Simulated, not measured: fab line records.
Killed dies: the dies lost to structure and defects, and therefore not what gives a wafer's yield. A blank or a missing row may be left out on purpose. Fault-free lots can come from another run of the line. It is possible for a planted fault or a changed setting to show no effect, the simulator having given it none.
A lot that was struck, set against a sound lot | flow nand_harc | 15 out of 1159 route steps
Sound: wafers L151.3, L151.4, L151.5. Wafers L163.1, L163.2, L163.6 were the ones struck. The cause comes at the end.
For every step that has rows: the tool of each side, followed by ch and its chambers, followed by its first start. Under that, the readings that differ: sound wafers | struck wafers | difference of the means | sigmas: that difference in standard deviations of wafers without a fault.
alike: readings with means less than 2 such deviations apart, plus words and numbers identical on both sides. not compared: withheld readings, readings lacking a value on some wafer, bounds such as >300 that could conceal the same value, and numbers that have no deviation in the record and whose values overlap.
Wherever a step has rows on one side only, a row that says differs or no value, or a row with sigmas, the two part there. Numbers that don't overlap but have no deviation are shown without sigmas and don't part them. Lack of a reading on every wafer of one side parts them only where that side has two or more wafers.

first, 1 step without rows for these wafers: NHARC_A_ONON_D1_DEP_06 (target thk 1000 nm).
NHARC_A_ONON_D1_THK_MEAS_08: measures by ellipsometry.
  sound on film_metro-01 at day 8 07:20; struck on film_metro-02 at day 11 08:56
  reading     | sound          | struck      | difference | sigmas
  thk_nm (nm) | 1005 1006 1006 | 984 984 983 | -22        | -2
following that, 1 step holds no rows for these wafers, namely NHARC_A_ONON_D1_DEP_09 (target thickness 1000 nm).
NHARC_A_ONON_D1_THK_MEAS_11: measures by ellipsometry.
  sound on film_metro-01 at day 8 07:55; struck on film_metro-01 at day 11 09:31
  alike: thk_nm
following that, 1 step holds no rows for these wafers, namely NHARC_A_ONON_D1_DEP_12 (target thickness 1000 nm).
NHARC_A_ONON_D1_THK_MEAS_14: measures by ellipsometry.
  sound on film_metro-02 at day 8 08:28; struck on film_metro-01 at day 11 10:05
  alike: thk_nm
then, 2 steps without rows for these wafers: NHARC_A_ONON_D1_ANNEAL_15 (time 3600 s); NHARC_A_ONON_D1_DEP_16 (target thk 1000 nm).
NHARC_A_ONON_D1_THK_MEAS_18: measures by ellipsometry.
  sound on film_metro-01 at day 8 15:37; struck on film_metro-01 at day 11 17:15
  alike: thk_nm
following that, 1 step holds no rows for these wafers, namely NHARC_A_ONON_D1_DEP_19 (target thickness 1000 nm).
NHARC_A_ONON_D1_THK_MEAS_21: measures by ellipsometry.
  sound on film_metro-02 at day 8 16:12; struck on film_metro-02 at day 11 17:49
  alike: thk_nm
NHARC_A_ONON_D1_DEP_22: target thk 1000 nm.
  sound on pecvd_onon-04 ch 0, day 8 16:22; struck on pecvd_onon-03 ch 0, day 11 17:52
  alike: susceptor_temp_C
NHARC_A_ONON_D1_THK_MEAS_24: measures by ellipsometry.
  sound on film_metro-01 at day 8 16:46; struck on film_metro-01 at day 11 18:23
  reading     | sound       | struck         | difference | sigmas
  thk_nm (nm) | 994 996 994 | 1498 1498 1497 | +503       | +60
following that, 1 step holds no rows for these wafers, namely NHARC_A_ONON_D1_DEP_25 (target thickness 1000 nm).
-- the record jumps here: 12 days lie between the struck wafers' starts before and after (it left off in module A_ONON_D1 and takes up again in module END, whose first step shown is number 1159 of the route) --
NHARC_END_SORT_01:
  here the record holds rows for the struck wafers (prober-01 ch 0, day 23 06:30) but none for the sound ones

WHERE THEY PART
First at NHARC_A_ONON_D1_THK_MEAS_08; last, within this record, at NHARC_END_SORT_01.

WHY: what the simulator had put in
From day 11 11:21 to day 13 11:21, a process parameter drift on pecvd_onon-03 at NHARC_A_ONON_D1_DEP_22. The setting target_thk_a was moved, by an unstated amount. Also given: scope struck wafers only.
